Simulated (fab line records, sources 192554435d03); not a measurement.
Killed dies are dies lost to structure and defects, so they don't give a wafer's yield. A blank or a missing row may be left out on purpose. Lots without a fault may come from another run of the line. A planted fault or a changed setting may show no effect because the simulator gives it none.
Chamber matching | flow n5_finfet | N5_BEOL_M2_STRIP_36 on rie_diel-04: 4 sister chambers
The step strips in N2/H2. 4 wafers are shown with their chamber, then 11 later ones without.

WAFERS WITH THEIR CHAMBER
wafer  | chamber | drypump_motor_current_A (A)
L080.1 | 3       | 5.5
L083.5 | 2       | 5.9
L086.2 | 1       | 6.3
L090.4 | 0       | 6.1

WAFERS WITHOUT THEIR CHAMBER
wafer  | drypump_motor_current_A (A)
L090.5 | 5.5
L090.6 | 5.9
L091.2 | 6.0
L091.4 | 5.5
L091.6 | 5.9
L096.1 | 6.3
L096.2 | 5.5
L096.4 | 6.0
L097.1 | 6.2
L097.2 | 6.0
L097.4 | 5.5

WHICH CHAMBER EACH WENT THROUGH
wafer  | from the rows above     | in truth
L090.5 | 3                       | 3
L090.6 | 2                       | 2
L091.2 | can't be placed: 0 or 2 | 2
L091.4 | 3                       | 3
L091.6 | 2                       | 2
L096.1 | 1                       | 1
L096.2 | 3                       | 3
L096.4 | can't be placed: 0 or 2 | 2
L097.1 | can't be placed: 1 or 0 | 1
L097.2 | can't be placed: 0 or 2 | 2
L097.4 | 3                       | 3
Placed correctly: 7 of 11. Can't be placed from these rows: 4 (the true chamber is among the candidates in 4). Placed wrongly: 0.
How it was worked out, from the rows above alone: a wafer's distance from a chamber is the root of the sum, over the readings, of the square of ((its reading less the chamber's mean) divided by the reading's scatter). The wafer belongs to the nearest chamber; if the next one is less than 2 further off, it can't be placed. A chamber's mean is the mean of its shown wafers. The scatter: with one shown wafer a chamber, the root of the mean of the squares of how far each hidden wafer lies from its nearest shown one.
